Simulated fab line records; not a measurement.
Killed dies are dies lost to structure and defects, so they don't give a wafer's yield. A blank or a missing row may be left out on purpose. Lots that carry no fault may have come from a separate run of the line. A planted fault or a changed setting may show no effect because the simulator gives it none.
A lot that was struck, set against a sound lot || flow nand-harc || 22 steps out of a route of 1302
Sound: the wafers L925.1, L925.4, L925.5. Struck: wafer L934.1. The cause is given at the end.
At each step with rows: each side's tool, then ch and its chambers, then its first start. Under that, the readings that differ: sound wafers || struck wafers || difference of the means || sigmas: that difference in standard deviations of wafers without a fault.
alike: same words and numbers on both sides, and readings whose means sit less than 2 such deviations apart. not compared: any withheld reading, any reading some wafer has no value for, any bound like >300 that may hide the same value, and any number with overlapping values for which the record gives no deviation.
Wherever a step has rows on one side only, a row that says differs or no value, or a row with sigmas, the two part there. Numbers that have no deviation but don't overlap get no sigmas and don't part them. A reading missing from all wafers of one side parts the sides only when that side holds two or more wafers.

first, 1 step without rows for these wafers: NHARC_P_BONDPAD_DEVELOP_08 (time 50 s).
NHARC_P_BONDPAD_CD_MEAS_09: target cd 500 nm.
  sound on cd-sem-03 ch 0, day 8 18:22; struck on cd-sem-03 ch 0, day 12 23:49
  alike: cd-nm
NHARC_P_BONDPAD_OVL_MEAS_38:
  struck on overlay-02, day 12 23:55; sound on overlay-01, day 8 18:27
{"reading": "overlay-x-nm (nm)", "sound": "17 17 17", "struck": -2, "difference": -19, "sigmas": -3}
  alike: overlay-y-nm
then, 1 step without rows for these wafers: NHARC_P_BONDPAD_HARDBAKE_10 (time 65 s).
NHARC_P_BONDPAD_DESCUM_11: chemistry O2, time 3 s.
  sound on rie-diel-02 ch 0,2,3, day 8 18:35; struck on rie-diel-11 ch 0, day 13 00:02
{"reading": "drypump-motor-current-A (A)", "sound": "5.8 5.6 5.3", "struck": 6.6, "difference": "+1.0", "sigmas": "+2"}
  alike: mfc-ar-sccm, oes-product-au, rf-vpp-V, showerhead-plenum-p-Torr, throttle-valve-pct
  not compared: rf-hours-counter-h
NHARC_P_BONDPAD_ETCH_37: etches the open film in N2/H2, target depth 60 nm, overetch 18 nm, time 65.91 s.
  sound on rie-diel-02 ch 2,3, day 8 18:40; struck on rie-diel-11 ch 0, day 13 00:08
{"reading": "drypump-motor-current-A (A)", "sound": "5.3 5.8 5.3", "struck": 6.6, "difference": "+1.1", "sigmas": "+2"}
  alike: mfc-ar-sccm, oes-product-au, rf-vpp-V, showerhead-plenum-p-Torr, throttle-valve-pct
  not compared: rf-hours-counter-h
then, 1 step without rows for these wafers: NHARC_P_BONDPAD_ETCH_12 (etches the open film in CHF3/O2, target depth 200 nm, time 100 s).
NHARC_P_BONDPAD_CD_MEAS_13:
  struck on cd-sem-02, day 13 00:21; sound on cd-sem-02, day 8 18:53
  alike: cd-nm
then, 4 steps without rows for these wafers: NHARC_P_BONDPAD_STRIP_15 (strips in O2); NHARC_P_BONDPAD_ETCH_24 (etches the open film in CF4/N2, target depth 30 nm, time 72.99 s); NHARC_P_BONDPAD_STRIP_16 (strips in post etch residue remover, time 600 s); NHARC_P_BONDPAD_DEGAS_25 (time 60 s).
NHARC_P_BONDPAD_PRE_CLEAN_26: time 30 s.
  struck on pvd-sputter-03, day 13 01:13; sound on pvd-sputter-02, day 8 19:35
  alike: heater-power-w
then, 3 steps without rows for these wafers: NHARC_P_BONDPAD_PVD_17 (deposits TaN, target thk 5 nm, time 8.06 s); NHARC_P_BONDPAD_PVD_27 (deposits Cu, target thk 30 nm, time 20.49 s); NHARC_P_BONDPAD_ECD_18 (material Cu, target thk 400 nm).
NHARC_P_BONDPAD_ANNEAL_28: time 90 s.
  sound on rtp-anneal-01 ch 0, day 8 20:15; struck on rtp-anneal-01 ch 0, day 13 01:53
  alike: wafer_temp_C_max
NHARC_P_BONDPAD_CMP_19: polishes, t overpolish 30 s, cu recess touch 16 s, target thk 160.81 nm.
  sound on cmp-03 ch 1,2,3, day 8 20:36; struck on cmp-03 ch 1, day 13 02:20
  alike: motor-current-A, overpolish-run-s
NHARC_P_BONDPAD_THK_MEAS_20: measures by xrf.
  struck on film-metro-01, day 13 02:34; sound on film-metro-02, day 8 20:55
  alike: thk-nm
then, 1 step without rows for these wafers: NHARC_P_BONDPAD_SRD_21 (time 30 s, dry time 20 s).
NHARC_P_BONDPAD_ACTIVATE_29: chemistry N2, time 60 s.
  sound on rie-diel-10 ch 1,3, day 8 21:11; struck on rie-diel-02 ch 0, day 13 09:17
{"reading": "hold", "sound": "- - -", "struck": "await-dispo/5.5h/release", "difference": "no value on the sound wafers", "sigmas": ""}
  alike: drypump-motor-current-A, mfc-ar-sccm, oes-product-au, rf-vpp-V, showerhead-plenum-p-Torr
  not compared: rf-hours-counter-h
-- break in the record here, with 19 days between the starts of the struck wafers on either side (left off in module P_BONDPAD, picked up again in module END, where the first step shown is number 1302 on the route) --
NHARC_END_SORT_01:
  sound on prober-01 ch 0, day 26 14:39; struck on prober-01 ch 0, day 32 08:38
{"reading": "defect-limited-yield (%)", "sound": 92.2, "struck": 79.0, "difference": -13.2, "sigmas": -5}
{"reading": "killed-at-other", "sound": 2, "struck": 0, "difference": -2, "sigmas": -2}
{"reading": "killed-at-periphery", "sound": 5, "struck": 108, "difference": "+103", "sigmas": "+43"}
{"reading": "killed-dies", "sound": 53, "struck": 142, "difference": "+89", "sigmas": "+5"}
{"reading": "sort_bin_2_pct (%)", "sound": 2.7, "struck": 6.9, "difference": "+4.2", "sigmas": "+4"}
{"reading": "sort_bin_3_pct (%)", "sound": 0.3, "struck": 6.4, "difference": "+6.1", "sigmas": "+18"}
{"reading": "sort-n-pass", "sound": 624, "struck": 535, "difference": -89, "sigmas": -5}
{"reading": "sort-rim-yield-pct (%)", "sound": 87, "struck": 100, "difference": "+13", "sigmas": "+3"}
{"reading": "sort-yield-pct (%)", "sound": 92.2, "struck": 79.0, "difference": -13.2, "sigmas": -5}
  alike: killed-at-array, killed-open, killed-short, sort_bin_4_pct

== WHERE THEY PART ==
At NHARC_P_BONDPAD_OVL_MEAS_38 first; at NHARC_END_SORT_01 last (within this record only).

WHY: what had been put in by the simulator
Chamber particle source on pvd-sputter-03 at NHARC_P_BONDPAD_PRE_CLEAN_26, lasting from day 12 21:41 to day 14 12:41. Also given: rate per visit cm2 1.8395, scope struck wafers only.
